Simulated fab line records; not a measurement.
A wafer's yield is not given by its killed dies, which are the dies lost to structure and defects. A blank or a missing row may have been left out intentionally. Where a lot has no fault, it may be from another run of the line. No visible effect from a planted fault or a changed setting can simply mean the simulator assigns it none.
Which tool did it?    flow n5Finfet    72 wafers from 24 lots sampled at 4 of the route's 1938 steps

WHAT THE GAUGES SHOWED, per wafer
N5_BEOL_M4_THK_MEAS_01. Usual: M4_ILD_THK 79.4 nm, standard deviation 1.4.
lot   measured      on            M4_ILD_THK (nm)  flag
L074  day 7 17:07   filmMetro-01  79.9 78.7 79.7   
L075  day 7 22:22   filmMetro-01  80.2 81.3 82.0   
L077  day 9 16:40   filmMetro-02  77.5 77.3 80.7   
L078  day 10 04:28  filmMetro-02  77.2 77.0 79.0   
L076  day 10 12:59  filmMetro-02  80.2 79.1 82.1   
L083  day 10 15:35  filmMetro-02  79.1 80.3 80.4   
L081  day 10 19:29  filmMetro-01  79.2 79.0 79.8   
L080  day 10 19:54  filmMetro-02  79.3 80.9 81.3   
L079  day 10 21:42  filmMetro-02  78.5 79.3 80.0   
L082  day 11 05:53  filmMetro-01  77.8 78.1 79.4   
L084  day 11 08:52  filmMetro-01  78.9 78.9 80.2   
L085  day 11 13:35  filmMetro-02  79.7 80.2 78.4   
L088  day 11 17:54  filmMetro-02  78.7 78.6 80.1   
L086  day 11 19:29  filmMetro-01  76.9 77.1 78.3   
L087  day 12 03:25  filmMetro-01  82.0 81.8 79.7   
L091  day 12 15:57  filmMetro-02  79.6 77.6 78.6   
L089  day 12 22:22  filmMetro-02  78.6 76.7 81.3   
L093  day 13 11:02  filmMetro-01  78.8 79.5 80.5   
L090  day 13 13:55  filmMetro-02  79.3 80.1 81.8   
L092  day 13 16:22  filmMetro-01  77.5 79.2 80.2   
L094  day 13 18:26  filmMetro-01  78.4 80.2 78.8   
L095  day 13 19:48  filmMetro-01  77.7 79.5 80.5   
L096  day 14 00:53  filmMetro-01  81.9 80.1 81.0   
L097  day 14 02:43  filmMetro-01  77.2 78.1 79.0   

N5_BEOL_M4_CD_MEAS_35: target cd 18 nm, target cd y 22.4 nm. Usual: cdNm 18.0 nm, standard deviation 0.42.
lot   measured      on        cdNm (nm)       flag
L074  day 8 03:38   cdSem-01  18.3 18.6 18.7  
L075  day 8 14:13   cdSem-03  18.1 18.7 18.0  
L077  day 10 07:54  cdSem-02  18.0 18.1 17.5  
L078  day 10 11:53  cdSem-01  18.7 17.8 18.3  
L076  day 10 18:59  cdSem-03  18.0 17.8 18.0  
L083  day 10 22:15  cdSem-02  17.7 17.8 18.5  
L081  day 11 01:33  cdSem-02  18.2 18.2 18.8  
L080  day 11 05:00  cdSem-03  17.8 17.7 17.9  
L079  day 11 12:38  cdSem-03  18.3 18.9 18.2  
L082  day 11 15:14  cdSem-01  17.6 17.9 17.3  
L084  day 12 04:11  cdSem-01  17.9 17.6 18.0  
L085  day 12 07:28  cdSem-02  17.8 18.1 17.3  
L088  day 12 07:51  cdSem-02  17.9 18.5 17.7  
L086  day 12 07:56  cdSem-02  17.5 18.7 18.0  
L087  day 12 16:25  cdSem-02  17.2 18.3 17.8  
L091  day 13 06:43  cdSem-01  17.7 17.3 17.4  
L089  day 13 12:19  cdSem-01  17.2 19.0 18.1  
L093  day 14 01:22  cdSem-02  18.5 17.6 18.5  
L090  day 14 05:56  cdSem-02  17.9 18.1 18.4  
L092  day 14 06:07  cdSem-03  17.9 18.6 18.2  
L094  day 14 10:20  cdSem-01  17.9 18.1 17.9  
L095  day 14 14:32  cdSem-01  17.9 17.7 17.8  
L096  day 15 08:48  cdSem-02  17.4 18.0 17.6  
L097  day 15 09:04  cdSem-01  17.7 18.2 17.5  

WHICH TOOL RAN EACH LOT (tool, then ch and the chambers of the sampled wafers, then the start)
lot   N5_BEOL_M3_ANNEAL_93         N5_BEOL_M4_ETCH_74
L074  pvdSputter-01, day 7 15:28   rieDiel-02 ch 1,2,3, day 7 20:07
L075  pvdSputter-02, day 7 20:47   rieDiel-03 ch 0,1,2, day 7 23:07
L077  pvdSputter-03, day 9 15:07   rieDiel-03 ch 2,3, day 9 18:54
L078  pvdSputter-01, day 10 02:47  rieDiel-02 ch 0,2,3, day 10 05:47
L076  pvdSputter-01, day 10 10:58  rieDiel-03 ch 1,2,3, day 10 15:54
L083  pvdSputter-03, day 10 13:48  rieDiel-02 ch 0,1,3, day 10 16:52
L081  pvdSputter-03, day 10 17:56  rieDiel-03 ch 1,2,3, day 10 20:26
L080  pvdSputter-01, day 10 18:22  rieDiel-04 ch 0,2,3, day 10 20:47
L079  pvdSputter-03, day 10 20:10  rieDiel-04 ch 0,2,3, day 10 23:13
L082  pvdSputter-01, day 11 04:16  rieDiel-02 ch 0,1,3, day 11 08:55
L084  pvdSputter-01, day 11 07:19  rieDiel-03 ch 0,3, day 11 12:26
L085  pvdSputter-03, day 11 12:02  rieDiel-04 ch 0,3, day 11 16:02
L088  pvdSputter-02, day 11 16:10  rieDiel-03 ch 1,2,3, day 11 19:17
L086  pvdSputter-03, day 11 17:56  rieDiel-02 ch 0,2,3, day 11 22:58
L087  pvdSputter-02, day 12 01:44  rieDiel-04 ch 2,3, day 12 04:45
L091  pvdSputter-03, day 12 14:25  rieDiel-03 ch 0,3, day 12 17:31
L089  pvdSputter-03, day 12 20:48  rieDiel-02 ch 0,2,3, day 13 00:47
L093  pvdSputter-02, day 13 09:23  rieDiel-03 ch 1,2, day 13 12:35
L090  pvdSputter-02, day 13 12:04  rieDiel-02 ch 0,1,3, day 13 16:07
L092  pvdSputter-01, day 13 14:48  rieDiel-02 ch 0,1,2, day 13 19:29
L094  pvdSputter-02, day 13 16:26  rieDiel-03 ch 2,3, day 13 19:48
L095  pvdSputter-01, day 13 18:16  rieDiel-03 ch 1,2,3, day 13 21:14
L096  pvdSputter-02, day 13 23:20  rieDiel-02 ch 0,1,3, day 14 02:17
L097  pvdSputter-03, day 14 01:11  rieDiel-02 ch 0,3, day 14 05:22
- N5_BEOL_M3_ANNEAL_93: time 240 s.
- N5_BEOL_M4_ETCH_74: etches underlayer in N2/H2, target depth 6.5 nm, time 5.2 s.

WHAT THE TOOLS THEMSELVES READ (means of the sampled wafers that have a number; where no wafer has one, the mark that the record gives instead)
N5_BEOL_M3_ANNEAL_93. Usual: heaterPowerW 862 W, standard deviation 86.
lot   tool           heaterPowerW (W)  flag
L074  pvdSputter-01  925               
L075  pvdSputter-02  872               
L077  pvdSputter-03  865               
L078  pvdSputter-01  947               
L076  pvdSputter-01  915               
L083  pvdSputter-03  828               
L081  pvdSputter-03  820               
L080  pvdSputter-01  939               
L079  pvdSputter-03  839               
L082  pvdSputter-01  884               
L084  pvdSputter-01  868               
L085  pvdSputter-03  877               
L088  pvdSputter-02  846               
L086  pvdSputter-03  866               
L087  pvdSputter-02  831               
L091  pvdSputter-03  858               
L089  pvdSputter-03  863               
L093  pvdSputter-02  819               
L090  pvdSputter-02  822               
L092  pvdSputter-01  921               
L094  pvdSputter-02  770               
L095  pvdSputter-01  963               
L096  pvdSputter-02  827               
L097  pvdSputter-03  868               

N5_BEOL_M4_ETCH_74. Usual: drypumpMotorCurrentA 5.5 A, standard deviation 0.46; etchRfOnTimeS 5.18 s, standard deviation 0.21; oesProductAu 0.69 a.u., standard deviation 0.075; rfVppV 524.2 V, standard deviation 2.8; showerheadPlenumPTorr 2.54 Torr, standard deviation 0.092; throttleValvePct 17.76 %, standard deviation 0.23.
lot   tool        drypumpMotorCurrentA (A)  etchRfOnTimeS (s)  oesProductAu (a.u.)  rfVppV (V)  showerheadPlenumPTorr (Torr)  throttleValvePct (%)  flag
L074  rieDiel-02  5.5                       5.23               0.69                 524.5       2.55                          17.72                 
L075  rieDiel-03  5.3                       5.23               0.65                 522.6       2.49                          17.71                 
L077  rieDiel-03  5.0                       5.16               0.73                 525.9       2.61                          17.73                 
L078  rieDiel-02  5.8                       5.11               0.71                 524.9       2.54                          17.60                 
L076  rieDiel-03  5.3                       5.37               0.64                 523.4       2.53                          17.77                 
L083  rieDiel-02  5.8                       5.07               0.77                 524.3       2.51                          17.71                 
L081  rieDiel-03  5.3                       5.36               0.64                 524.1       2.53                          17.77                 
L080  rieDiel-04  6.0                       5.23               0.70                 526.3       2.65                          17.84                 
L079  rieDiel-04  6.0                       5.25               0.70                 526.1       2.65                          17.84                 
L082  rieDiel-02  5.8                       5.15               0.75                 523.7       2.50                          17.72                 
L084  rieDiel-03  4.9                       5.08               0.75                 528.0       2.65                          17.62                 
L085  rieDiel-04  5.9                       5.20               0.63                 526.2       2.63                          17.98                 
L088  rieDiel-03  5.3                       5.35               0.64                 523.9       2.53                          17.81                 
L086  rieDiel-02  5.7                       5.11               0.69                 524.3       2.54                          17.62                 
L087  rieDiel-04  6.1                       5.29               0.75                 526.1       2.63                          17.80                 
L091  rieDiel-03  4.9                       5.10               0.72                 525.6       2.64                          17.65                 
L089  rieDiel-02  5.7                       5.18               0.68                 526.0       2.53                          17.63                 
L093  rieDiel-03  5.6                       5.30               0.73                 522.9       2.46                          17.63                 
L090  rieDiel-02  5.8                       5.19               0.72                 522.6       2.50                          17.75                 
L092  rieDiel-02  5.7                       5.20               0.69                 524.0       2.55                          17.85                 
L094  rieDiel-03  5.0                       5.16               0.68                 526.8       2.59                          17.78                 
L095  rieDiel-03  5.3                       5.22               0.70                 523.2       2.52                          17.71                 
L096  rieDiel-02  5.8                       5.16               0.72                 522.6       2.50                          17.76                 
L097  rieDiel-02  5.9                       5.14               0.71                 522.9       2.47                          17.56                 

THE ANSWER, worked out from the rows above alone
Rule: a lot counts as off when the mean over its wafers that have a number is more than 3 standard deviations away from the usual mean. Also off: a lot with no number at a reading for which 4 or more lots have one. Any other lot the step has rows for is counted as sound. First the gauges in route order, then the tools' own readings, where a lot's mean is used as printed above. At the first step where some lot is off, the reading lying furthest off is the one used; lots without a number count as furthest.
Nothing can be told from this: no lot is off at any reading shown.

WHAT HAD BEEN PUT IN BY THE SIMULATOR
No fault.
